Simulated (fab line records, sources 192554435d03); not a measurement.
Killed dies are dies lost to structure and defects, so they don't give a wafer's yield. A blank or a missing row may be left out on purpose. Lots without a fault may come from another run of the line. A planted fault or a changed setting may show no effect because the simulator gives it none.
Problem report in the 8D (eight disciplines) form, filled by code | flow n5_finfet | the parts of the form that need people (team, actions taken, sign-off) are left out

1. THE PROBLEM
cd_nm at N5_BEOL_M13_CD_MEAS_28 reads a mean of 242.6 nm on 4 wafers of 3 lots; wafers without a fault read 209.9 nm with a standard deviation of 0.9. That is +36 standard deviations from the usual mean.
The step: target cd 209.5 nm.
First seen on wafer L374.1, day 12 07:07, on cd_sem-02. The record holds 43 wafers of 15 lots with a number at this step. Rule for "out", or "out of limits": more than 4 standard deviations from the usual mean. The other wafers with a number count as sound.

2. WHAT IT IS AND WHAT IT IS NOT
question                    | is                              | is not
which readings at this step | cd_nm                           | -
which lots                  | L374, L375, L376                | L368, L369, L370, L381, L382, L384, L386, L387, L388, L389, L390, L391
which wafers of those lots  | L374.1, L375.6, L376.1, L376.6  | L374.2, L374.5, L375.4
read on which gauges        | cd_sem-01, cd_sem-02, cd_sem-03 | -
when                        | from day 12 07:07               | up to then (11 sound wafers); but 28 sound wafers of L375, L381, L382, L384, L386, L387, L388, L389, L390, L391 came after

3. SUSPECTS, AND WHAT RULES EACH OUT
Counting: a tool at a process step up to the reading stays a suspect if it ran every lot that is out. Sound lots after the first of them don't rule it out here, since some wafers of a struck lot are sound.
- the gauge at N5_BEOL_M13_CD_MEAS_28: ruled out. The wafers that are out were read on 3 gauges (cd_sem-01, cd_sem-02, cd_sem-03).
- plasma_asher-02 at N5_BEOL_M13_STRIP_64 (strips in N2/H2): kept. It ran every lot that is out, first L374 (day 12 06:31); its last sound lot up to then is L368 (day 10 09:39).
- krf_scanner-01 at N5_BEOL_M13_EXPOSE_25 (exposes mask M13, target cd 210 nm): kept. It ran every lot that is out, first L374 (day 12 06:57); its last sound lot up to then is L370 (day 11 07:46).
Left after counting: plasma_asher-02 at N5_BEOL_M13_STRIP_64, krf_scanner-01 at N5_BEOL_M13_EXPOSE_25.

4. THE CAUSE (what the simulator had put in)
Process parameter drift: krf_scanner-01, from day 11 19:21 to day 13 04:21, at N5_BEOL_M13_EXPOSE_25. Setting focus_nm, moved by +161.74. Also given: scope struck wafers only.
Counting left 2 suspects, and this tool is among them.

5. THE CHAIN OF EFFECTS, in route order
Each row: a reading whose mean over the struck wafers that have a number lies more than 3 standard deviations from the usual. Only readings for which the record gives a usual standard deviation are gone through. hours: the time from each lot's start at the first step in this table that gives one to its start at this step, as a median over the lots. sigmas: the change in usual standard deviations.
hours | step                    | reading           | usual        | on struck wafers | change | sigmas
0     | N5_BEOL_M13_CD_MEAS_28  | cd_nm             | 209.9 nm     | 242.6            | +32.7  | +36
18    | N5_BEOL_M15_RC_MEAS_101 | SERP_M13          | 0.308 ohm/um | 0.252            | -0.056 | -9.9
18    | N5_BEOL_M15_RC_MEAS_101 | SERP_M13_max_site | 0.312 ohm/um | 0.255            | -0.057 | -9.5

6. WHAT WOULD HAVE CAUGHT IT SOONER
In this record the first reading out of limits at a measuring or inspecting step was taken at day 12 07:07, 12 hours after the fault began at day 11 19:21.
Of the lots that are out (3), L376, L375 began N5_BEOL_M13_EXPOSE_25 on krf_scanner-01 after day 12 07:07. A hold on the tool at that time would have spared those 2.
